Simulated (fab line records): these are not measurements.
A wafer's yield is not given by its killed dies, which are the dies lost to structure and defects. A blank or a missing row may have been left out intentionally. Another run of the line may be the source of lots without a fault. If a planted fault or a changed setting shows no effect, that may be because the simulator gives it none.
Chamber matching + flow n5-finfet + N5_HKMG_FIN_ETCH_54 on rie-diel-03: 4 sister chambers
The step etches SiARC in CF4, target depth 45.5 nm, time 75.8 s. 18 wafers are shown with their chamber, then 9 later ones without.

## WAFERS PAIRED WITH THEIR CHAMBERS
| wafer  | chamber | drypump-motor-current-A (A) | throttle-valve-pct (%) | oes-product-au (a.u.) |
|--------|---------|-----------------------------|------------------------|-----------------------|
| L075.1 | 0       | 6.3                         | 15.78                  | 0.59                  |
| L075.3 | 2       | 5.4                         | 15.65                  | 0.60                  |
| L075.5 | 3       | 5.9                         | 15.39                  | 0.64                  |
| L078.2 | 2       | 5.5                         | 15.64                  | 0.60                  |
| L078.4 | 1       | 6.3                         | 15.53                  | 0.69                  |
| L078.6 | 1       | 6.3                         | 15.53                  | 0.68                  |
| L079.2 | 1       | 6.4                         | 15.54                  | 0.68                  |
| L079.3 | 2       | 5.4                         | 15.66                  | 0.60                  |
| L079.6 | 0       | 6.3                         | 15.81                  | 0.59                  |
| L084.1 | 0       | 6.3                         | 15.81                  | 0.58                  |
| L084.2 | 3       | 5.9                         | 15.44                  | 0.63                  |
| L084.4 | 2       | 5.5                         | 15.68                  | 0.59                  |
| L086.1 | 2       | 5.5                         | 15.69                  | 0.59                  |
| L086.4 | 1       | 6.3                         | 15.56                  | 0.67                  |
| L086.6 | 1       | 6.3                         | 15.57                  | 0.66                  |
| L088.2 | 0       | 6.3                         | 15.82                  | 0.59                  |
| L088.5 | 1       | 6.4                         | 15.56                  | 0.68                  |
| L088.6 | 0       | 6.2                         | 15.85                  | 0.58                  |

SIGNATURES (means of the wafers above)
| reading                 | chamber 0 | chamber 1 | chamber 2 | chamber 3 | scatter within a chamber |
|-------------------------|-----------|-----------|-----------|-----------|--------------------------|
| drypump-motor-current-A | 6.280     | 6.333     | 5.460     | 5.900     | 0.0488                   |
| throttle-valve-pct      | 15.8140   | 15.5483   | 15.6640   | 15.4150   | 0.0223                   |
| oes-product-au          | 0.5860    | 0.6767    | 0.5960    | 0.6350    | 0.00767                  |
Rule: for a wafer and a chamber, the distance is found by dividing, reading by reading, the gap between the wafer's reading and the chamber's mean by the reading's scatter, squaring, summing and taking the root. If the next closest chamber is less than 2 further off than the closest, the wafer can't be placed; otherwise it belongs to the closest. The scatter: the root of (the sum of the squares of (reading less its chamber's mean) over the shown wafers, divided by (wafers less chambers)).

## WAFERS WITH NO CHAMBER GIVEN
| wafer  | drypump-motor-current-A (A) | throttle-valve-pct (%) | oes-product-au (a.u.) |
|--------|-----------------------------|------------------------|-----------------------|
| L092.1 | 5.9                         | 15.45                  | 0.62                  |
| L092.2 | 6.3                         | 15.86                  | 0.57                  |
| L092.3 | 5.4                         | 15.71                  | 0.58                  |
| L092.4 | 6.3                         | 15.59                  | 0.66                  |
| L092.5 | 6.3                         | 15.85                  | 0.57                  |
| L092.6 | 6.3                         | 15.58                  | 0.65                  |
| L097.1 | 5.9                         | 15.49                  | 0.62                  |
| L097.3 | 5.9                         | 15.49                  | 0.61                  |
| L097.5 | 6.3                         | 15.87                  | 0.57                  |

## CHAMBER TAKEN BY EACH
| wafer  | from the rows above | in truth |
|--------|---------------------|----------|
| L092.1 | 3                   | 3        |
| L092.2 | 0                   | 0        |
| L092.3 | 2                   | 2        |
| L092.4 | 1                   | 1        |
| L092.5 | 0                   | 0        |
| L092.6 | 1                   | 1        |
| L097.1 | 3                   | 3        |
| L097.3 | 3                   | 3        |
| L097.5 | 0                   | 0        |
Correct placement for 9 of the 9. Can't be placed from these rows: 0. 0 placed wrongly.
